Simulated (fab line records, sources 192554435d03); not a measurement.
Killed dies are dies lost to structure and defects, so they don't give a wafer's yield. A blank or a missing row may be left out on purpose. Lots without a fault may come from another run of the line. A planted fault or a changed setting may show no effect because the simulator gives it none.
Which tool did it? | flow n5_finfet | 24 lots, 72 wafers sampled, at 4 steps of a route of 1938

WHAT THE GAUGES READ, wafer by wafer
N5_BEOL_M4_THK_MEAS_53: measures by xrf.
lot  | measured     | on            | M4_THK (nm)
L074 | day 8 06:50  | film_metro-01 | 38.1 37.9 37.5
L075 | day 8 10:29  | film_metro-01 | 39.1 38.5 39.6
L076 | day 9 10:53  | film_metro-02 | 41.4 38.2 37.5
L078 | day 9 11:08  | film_metro-02 | 36.2 37.9 36.9
L081 | day 9 15:14  | film_metro-01 | 40.3 40.2 40.9
L077 | day 9 18:35  | film_metro-02 | 38.0 37.0 37.6
L079 | day 9 20:25  | film_metro-01 | 37.0 38.9 40.5
L080 | day 9 21:44  | film_metro-02 | 40.9 38.8 37.6
L082 | day 10 00:02 | film_metro-01 | 39.4 41.4 41.2
L083 | day 10 06:12 | film_metro-02 | 38.9 39.9 37.8
L084 | day 10 16:44 | film_metro-01 | 37.5 36.4 39.2
L085 | day 11 02:13 | film_metro-01 | 37.1 37.2 39.0
L086 | day 11 12:56 | film_metro-01 | 38.3 39.9 40.9
L087 | day 11 13:26 | film_metro-02 | 39.9 39.9 37.1
L088 | day 12 04:47 | film_metro-01 | 38.2 39.0 39.1
L091 | day 12 07:31 | film_metro-02 | 39.8 43.3 43.2
L089 | day 12 09:34 | film_metro-01 | 37.9 36.0 37.8
L090 | day 12 12:13 | film_metro-01 | 39.4 38.3 39.5
L093 | day 12 23:13 | film_metro-01 | 36.6 38.2 38.3
L092 | day 13 02:09 | film_metro-01 | 42.3 39.1 39.7
L094 | day 13 02:25 | film_metro-01 | 39.9 39.3 42.0
L095 | day 13 19:56 | film_metro-02 | 38.2 40.1 39.6
L097 | day 14 01:46 | film_metro-01 | 42.7 41.4 38.9
L096 | day 14 03:05 | film_metro-02 | 37.2 39.6 38.9

WHICH TOOL RAN EACH LOT (tool, then ch and the chambers of the sampled wafers, then the start)
lot  | N5_BEOL_M4_STRIP_97                           | N5_BEOL_M4_SURFACE_TREAT_85  | N5_BEOL_M4_SPUTTER_96
L074 | rie_diel-06 ch 0,1,2, day 8 04:02 or earlier  | pvd_sputter-02, day 8 04:02  | pvd_sputter-03, day 8 06:02
L075 | rie_diel-04 ch 0,2, day 8 07:32 or earlier    | pvd_sputter-01, day 8 07:32  | pvd_sputter-01, day 8 09:41
L076 | rie_diel-04 ch 0,1,2, day 9 08:07 or earlier  | pvd_sputter-01, day 9 08:07  | pvd_sputter-02, day 9 10:05
L078 | rie_diel-06 ch 1,3, day 9 08:16 or earlier    | pvd_sputter-02, day 9 08:16  | pvd_sputter-01, day 9 10:20
L081 | rie_diel-04 ch 0,1,2, day 9 12:16 or earlier  | pvd_sputter-01, day 9 12:16  | pvd_sputter-03, day 9 14:26
L077 | rie_diel-04 ch 0,1,2, day 9 15:46 or earlier  | pvd_sputter-03, day 9 15:46  | pvd_sputter-02, day 9 17:45
L079 | rie_diel-06 ch 0,1,3, day 9 16:21 or earlier  | pvd_sputter-01, day 9 16:21  | pvd_sputter-02, day 9 19:38
L080 | rie_diel-02 ch 0,2, day 9 18:56 or earlier    | pvd_sputter-01, day 9 18:56  | pvd_sputter-03, day 9 20:57
L082 | rie_diel-04 ch 0,1,3, day 9 21:08 or earlier  | pvd_sputter-03, day 9 21:08  | pvd_sputter-03, day 9 23:15
L083 | rie_diel-02 ch 0,1, day 10 01:22 or earlier   | pvd_sputter-02, day 10 01:22 | pvd_sputter-03, day 10 05:24
L084 | rie_diel-06 ch 0,1,3, day 10 13:57 or earlier | pvd_sputter-01, day 10 13:57 | pvd_sputter-03, day 10 15:57
L085 | rie_diel-02 ch 0,1, day 10 23:25 or earlier   | pvd_sputter-02, day 10 23:25 | pvd_sputter-03, day 11 01:26
L086 | rie_diel-04 ch 0,3, day 11 10:05 or earlier   | pvd_sputter-02, day 11 10:05 | pvd_sputter-01, day 11 12:05
L087 | rie_diel-06 ch 2,3, day 11 10:37 or earlier   | pvd_sputter-03, day 11 10:37 | pvd_sputter-02, day 11 12:38
L088 | rie_diel-06 ch 0,3, day 12 00:22 or earlier   | pvd_sputter-02, day 12 00:22 | pvd_sputter-03, day 12 04:00
L091 | rie_diel-04 ch 1,3, day 12 04:41 or earlier   | pvd_sputter-03, day 12 04:41 | pvd_sputter-02, day 12 06:44
L089 | rie_diel-02 ch 0,1,3, day 12 05:20 or earlier | pvd_sputter-01, day 12 05:20 | pvd_sputter-02, day 12 08:37
L090 | rie_diel-06 ch 0,1,3, day 12 09:27 or earlier | pvd_sputter-02, day 12 09:27 | pvd_sputter-02, day 12 11:26
L093 | rie_diel-02 ch 0,2,3, day 12 18:37 or earlier | pvd_sputter-03, day 12 18:37 | pvd_sputter-03, day 12 22:20
L092 | rie_diel-04 ch 1,2, day 12 23:07 or earlier   | pvd_sputter-02, day 12 23:07 | pvd_sputter-02, day 13 01:21
L094 | rie_diel-06 ch 1,3, day 12 23:28 or earlier   | pvd_sputter-02, day 12 23:28 | pvd_sputter-03, day 13 01:38
L095 | rie_diel-02 ch 0,2,3, day 13 16:25 or earlier | pvd_sputter-02, day 13 16:25 | pvd_sputter-01, day 13 18:27
L097 | rie_diel-06 ch 2,3, day 13 22:59 or earlier   | pvd_sputter-02, day 13 22:59 | pvd_sputter-02, day 14 00:59
L096 | rie_diel-02 ch 0,3, day 13 23:53 or earlier   | pvd_sputter-03, day 13 23:53 | pvd_sputter-03, day 14 02:17
- N5_BEOL_M4_STRIP_97: strips in N2/H2, time 10 s.
- N5_BEOL_M4_SURFACE_TREAT_85
- N5_BEOL_M4_SPUTTER_96: material Cu, target thk 4.5 nm, time 8.29 s.

WHAT THE TOOLS THEMSELVES READ (means of the sampled wafers that have a number; where no wafer has one, the mark that the record gives instead)
N5_BEOL_M4_STRIP_97.
lot  | tool        | drypump_motor_current_A (A) | oes_product_au (a.u.) | rf_vpp_V (V) | showerhead_plenum_p_Torr (Torr) | temp_c (C) | throttle_valve_pct (%)
L074 | rie_diel-06 | 5.7                         | 0.76                  | 57.9         | 2.51                            | 40.16      | 23.7
L075 | rie_diel-04 | 5.9                         | 0.87                  | 59.0         | 2.70                            | 39.94      | 24.0
L076 | rie_diel-04 | 5.9                         | 0.88                  | 59.7         | 2.66                            | 40.05      | 23.7
L078 | rie_diel-06 | 6.0                         | 0.79                  | 59.0         | 2.53                            | 40.03      | 23.7
L081 | rie_diel-04 | 5.9                         | 0.88                  | 60.3         | 2.66                            | 40.10      | 23.7
L077 | rie_diel-04 | 5.9                         | 0.87                  | 59.9         | 2.65                            | 39.91      | 23.7
L079 | rie_diel-06 | 6.2                         | 0.77                  | 59.5         | 2.55                            | 39.97      | 23.7
L080 | rie_diel-02 | 5.8                         | 0.70                  | 58.1         | 2.42                            | 39.85      | 23.3
L082 | rie_diel-04 | 5.8                         | 0.93                  | 59.8         | 2.67                            | 40.03      | 23.4
L083 | rie_diel-02 | 6.1                         | 0.79                  | 58.9         | 2.51                            | 39.97      | 23.4
L084 | rie_diel-06 | 6.2                         | 0.76                  | 58.4         | 2.55                            | 39.91      | 23.7
L085 | rie_diel-02 | 6.0                         | 0.74                  | 59.4         | 2.45                            | 39.99      | 23.4
L086 | rie_diel-04 | 5.9                         | 0.88                  | 59.4         | 2.70                            | 39.94      | 23.7
L087 | rie_diel-06 | 5.9                         | 0.74                  | 59.1         | 2.60                            | 39.95      | 24.0
L088 | rie_diel-06 | 6.4                         | 0.73                  | 58.4         | 2.58                            | 39.98      | 23.8
L091 | rie_diel-04 | 5.8                         | 0.91                  | 60.0         | 2.63                            | 40.10      | 23.1
L089 | rie_diel-02 | 6.3                         | 0.82                  | 58.7         | 2.47                            | 39.91      | 23.4
L090 | rie_diel-06 | 6.2                         | 0.75                  | 59.4         | 2.54                            | 40.08      | 23.8
L093 | rie_diel-02 | 6.2                         | 0.86                  | 58.9         | 2.44                            | 40.02      | 23.3
L092 | rie_diel-04 | 5.9                         | 0.83                  | 59.6         | 2.63                            | 40.01      | 23.6
L094 | rie_diel-06 | 6.2                         | 0.76                  | 59.2         | 2.57                            | 40.02      | 23.9
L095 | rie_diel-02 | 6.2                         | 0.84                  | 59.4         | 2.44                            | 39.91      | 23.3
L097 | rie_diel-06 | 5.9                         | 0.81                  | 58.7         | 2.59                            | 39.85      | 24.0
L096 | rie_diel-02 | 6.1                         | 0.76                  | 59.5         | 2.42                            | 40.09      | 23.4

N5_BEOL_M4_SPUTTER_96.
lot  | tool           | substrate_temp_c (C) | throttle_valve_pct (%)
L074 | pvd_sputter-03 | -20.01               | 30.2
L075 | pvd_sputter-01 | -20.03               | 29.9
L076 | pvd_sputter-02 | -19.98               | 29.2
L078 | pvd_sputter-01 | -20.05               | 30.2
L081 | pvd_sputter-03 | -19.97               | 30.5
L077 | pvd_sputter-02 | -19.95               | 29.2
L079 | pvd_sputter-02 | -19.96               | 29.5
L080 | pvd_sputter-03 | -20.07               | 30.2
L082 | pvd_sputter-03 | -19.96               | 30.6
L083 | pvd_sputter-03 | -20.09               | 30.2
L084 | pvd_sputter-03 | -19.94               | 30.6
L085 | pvd_sputter-03 | -19.95               | 30.5
L086 | pvd_sputter-01 | -20.07               | 30.0
L087 | pvd_sputter-02 | -20.09               | 29.1
L088 | pvd_sputter-03 | -20.09               | 30.1
L091 | pvd_sputter-02 | -20.00               | 29.3
L089 | pvd_sputter-02 | -19.94               | 28.9
L090 | pvd_sputter-02 | -20.12               | 27.9
L093 | pvd_sputter-03 | -20.00               | 30.2
L092 | pvd_sputter-02 | -20.13               | 29.3
L094 | pvd_sputter-03 | -19.98               | 30.6
L095 | pvd_sputter-01 | -20.10               | 29.3
L097 | pvd_sputter-02 | -20.03               | 28.9
L096 | pvd_sputter-03 | -20.01               | 30.5

THE ANSWER, worked out from the rows above alone
Rule: what is usual is taken from the lots themselves. Put in order of their means at a reading, lots are off if they are a third of the lots or fewer, leave a main group of 4 or more, and stand apart from it by a gap of 3 or more times the standard deviation of the main group's means; of several such gaps the widest counts. A main group whose means are all the same, to the digits that the tables above print for the reading, isn't used. A lot without any number at a reading at which 4 lots or more have one is off too. The other lots that the step has rows for count as sound. The gauges are gone through in route order, then the tools' own readings, and for those a lot's mean is taken as printed above. The first step at which some lot is off is used, and at that step the reading that is off furthest; a lot without a number counts as furthest.
No lot is off at any reading shown: from this, nothing can be told.

WHAT THE SIMULATOR HAD PUT IN
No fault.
